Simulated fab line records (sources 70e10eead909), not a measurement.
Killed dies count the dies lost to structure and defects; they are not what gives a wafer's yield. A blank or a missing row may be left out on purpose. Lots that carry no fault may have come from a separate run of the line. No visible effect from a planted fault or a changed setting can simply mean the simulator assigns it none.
Which tool was responsible? + flow nandHarc + 15 lots with 45 wafers sampled at 3 steps, on a route of 1302 steps

== WHAT THE GAUGES READ, wafer by wafer ==
NHARC_P_ZERO_WELL_INSPECT_43. Usual: rawDefectCount 12, standard deviation 6.5.
| lot  | measured     | on               | rawDefectCount | flag |
|------|--------------|------------------|----------------|------|
| L936 | day 2 14:06  | defectInspect-01 | 10 8 12        |      |
| L937 | day 2 23:41  | defectInspect-02 | 9 10 11        |      |
| L938 | day 3 09:37  | defectInspect-01 | 8 3 3          |      |
| L940 | day 4 05:56  | defectInspect-01 | 8 9 11         |      |
| L941 | day 4 15:50  | defectInspect-02 | 7 11 8         |      |
| L942 | day 5 01:17  | defectInspect-02 | 8 11 7         |      |
| L943 | day 5 11:44  | defectInspect-02 | 12 9 14        |      |
| L944 | day 5 21:32  | defectInspect-01 | 15 29 22       |      |
| L945 | day 6 07:43  | defectInspect-01 | 8 28 8         |      |
| L947 | day 7 03:36  | defectInspect-02 | 7 10 4         |      |
| L948 | day 7 13:37  | defectInspect-01 | 18 13 24       |      |
| L953 | day 9 15:27  | defectInspect-02 | 5 11 7         |      |
| L954 | day 10 01:33 | defectInspect-02 | 15 13 15       |      |
| L955 | day 10 12:59 | defectInspect-02 | 22 14 19       |      |
| L958 | day 11 17:27 | defectInspect-02 | 5 13 16        |      |

== EACH LOT AND THE TOOL THAT RAN IT (in order: tool; ch and the chambers of the sampled wafers; start) ==
| lot  | NHARC_P_ZERO_WELL_IMPLANT_57    | NHARC_P_ZERO_WELL_RTA_42        |
|------|---------------------------------|---------------------------------|
| L936 | implanter-01 ch 0, day 2 09:08  | rtpAnneal-02 ch 0, day 2 13:32  |
| L937 | implanter-01 ch 0, day 2 19:05  | rtpAnneal-02 ch 0, day 2 23:06  |
| L938 | implanter-01 ch 0, day 3 05:05  | rtpAnneal-01 ch 0, day 3 09:16  |
| L940 | implanter-01 ch 0, day 4 01:19  | rtpAnneal-01 ch 0, day 4 05:15  |
| L941 | implanter-01 ch 0, day 4 11:15  | rtpAnneal-02 ch 0, day 4 15:22  |
| L942 | implanter-02 ch 0, day 4 20:58  | rtpAnneal-02 ch 0, day 5 00:43  |
| L943 | implanter-01 ch 0, day 5 07:08  | rtpAnneal-02 ch 0, day 5 11:10  |
| L944 | implanter-01 ch 0, day 5 17:04  | rtpAnneal-02 ch 0, day 5 20:52  |
| L945 | implanter-01 ch 0, day 6 03:12  | rtpAnneal-02 ch 0, day 6 07:01  |
| L947 | implanter-02 ch 0, day 6 23:04  | rtpAnneal-01 ch 0, day 7 03:14  |
| L948 | implanter-01 ch 0, day 7 08:56  | rtpAnneal-01 ch 0, day 7 12:56  |
| L953 | implanter-01, day 9 11:07       | rtpAnneal-01 ch 0, day 9 14:47  |
| L954 | implanter-02, day 9 21:04       | rtpAnneal-02 ch 0, day 10 00:52 |
| L955 | implanter-01, day 10 07:03      | rtpAnneal-02 ch 0, day 10 12:25 |
| L958 | implanter-02 ch 0, day 11 12:59 | rtpAnneal-01 ch 0, day 11 16:52 |
- NHARC_P_ZERO_WELL_IMPLANT_57
- NHARC_P_ZERO_WELL_RTA_42: time 300 s.

== WHAT THE TOOLS THEMSELVES READ (means of the sampled wafers that have a number; where no wafer has one, the mark that the record gives instead) ==
NHARC_P_ZERO_WELL_IMPLANT_57. Usual: beamEnergyKeV 250.02, standard deviation 0.083; beamOnS 10.03 s, standard deviation 0.2.
| lot  | tool         | beamEnergyKeV | beamOnS (s) | flag |
|------|--------------|---------------|-------------|------|
| L936 | implanter-01 | 250.06        | 9.88        |      |
| L937 | implanter-01 | 250.00        | 9.91        |      |
| L938 | implanter-01 | 250.13        | 9.94        |      |
| L940 | implanter-01 | 250.12        | 10.01       |      |
| L941 | implanter-01 | 250.04        | 10.05       |      |
| L942 | implanter-02 | 250.05        | 10.02       |      |
| L943 | implanter-01 | 250.02        | 10.07       |      |
| L944 | implanter-01 | 250.03        | 10.08       |      |
| L945 | implanter-01 | 249.96        | 10.06       |      |
| L947 | implanter-02 | 250.02        | 10.03       |      |
| L948 | implanter-01 | 249.96        | 10.16       |      |
| L953 | implanter-01 | -             | -           | OFF  |
| L954 | implanter-02 | -             | -           | OFF  |
| L955 | implanter-01 | -             | -           | OFF  |
| L958 | implanter-02 | 250.03        | 10.23       |      |

NHARC_P_ZERO_WELL_RTA_42. Usual: annealTempCMax 1107.0, standard deviation 2.1; lampPowerPct 34.8 %, standard deviation 1.5; lamp_zone_2_pct 34.8 %, standard deviation 1.5; wafer_temp_C_max 1104.4, standard deviation 0.78.
| lot  | tool         | annealTempCMax | lampPowerPct (%) | lamp_zone_2_pct (%) | wafer_temp_C_max | flag |
|------|--------------|----------------|------------------|---------------------|------------------|------|
| L936 | rtpAnneal-02 | 1107.7         | 33.4             | 33.4                | 1105.0           |      |
| L937 | rtpAnneal-02 | 1108.8         | 33.4             | 33.4                | 1105.1           |      |
| L938 | rtpAnneal-01 | 1105.8         | 36.4             | 36.4                | 1103.9           |      |
| L940 | rtpAnneal-01 | 1105.2         | 36.5             | 36.5                | 1103.9           |      |
| L941 | rtpAnneal-02 | 1109.0         | 33.4             | 33.4                | 1104.6           |      |
| L942 | rtpAnneal-02 | 1109.2         | 33.4             | 33.4                | 1104.6           |      |
| L943 | rtpAnneal-02 | 1109.0         | 33.4             | 33.4                | 1105.2           |      |
| L944 | rtpAnneal-02 | 1108.4         | 33.4             | 33.4                | 1104.8           |      |
| L945 | rtpAnneal-02 | 1108.8         | 33.4             | 33.4                | 1104.0           |      |
| L947 | rtpAnneal-01 | 1104.8         | 36.5             | 36.5                | 1104.0           |      |
| L948 | rtpAnneal-01 | 1105.5         | 36.4             | 36.4                | 1104.5           |      |
| L953 | rtpAnneal-01 | 1104.5         | 36.4             | 36.4                | 1104.5           |      |
| L954 | rtpAnneal-02 | 1108.8         | 33.4             | 33.4                | 1104.5           |      |
| L955 | rtpAnneal-02 | 1108.6         | 33.4             | 33.4                | 1104.3           |      |
| L958 | rtpAnneal-01 | 1104.8         | 36.5             | 36.5                | 1104.5           |      |

== THE ANSWER, worked out from the rows above alone ==
Rule: lot off if the mean of its wafers having a number is beyond 3 standard deviations from the usual mean. Also off: a lot with no number at a reading for which 4 or more lots have one. All remaining lots with rows at the step are treated as sound. First the gauges in route order, then the tools' own readings, where a lot's mean is used as printed above. The first step at which some lot is off is used, and at that step the reading that is off furthest; a lot without a number counts as furthest.
Off at NHARC_P_ZERO_WELL_IMPLANT_57 (beamEnergyKeV): L953, L954, L955. Without a number there: L953, L954, L955.
A tool fits if, at that step or a process step before it, it ran every lot that is off, and no sound lot after the first of them. Not one of the candidates tried fits.

== WHAT HAD BEEN PUT IN BY THE SIMULATOR ==
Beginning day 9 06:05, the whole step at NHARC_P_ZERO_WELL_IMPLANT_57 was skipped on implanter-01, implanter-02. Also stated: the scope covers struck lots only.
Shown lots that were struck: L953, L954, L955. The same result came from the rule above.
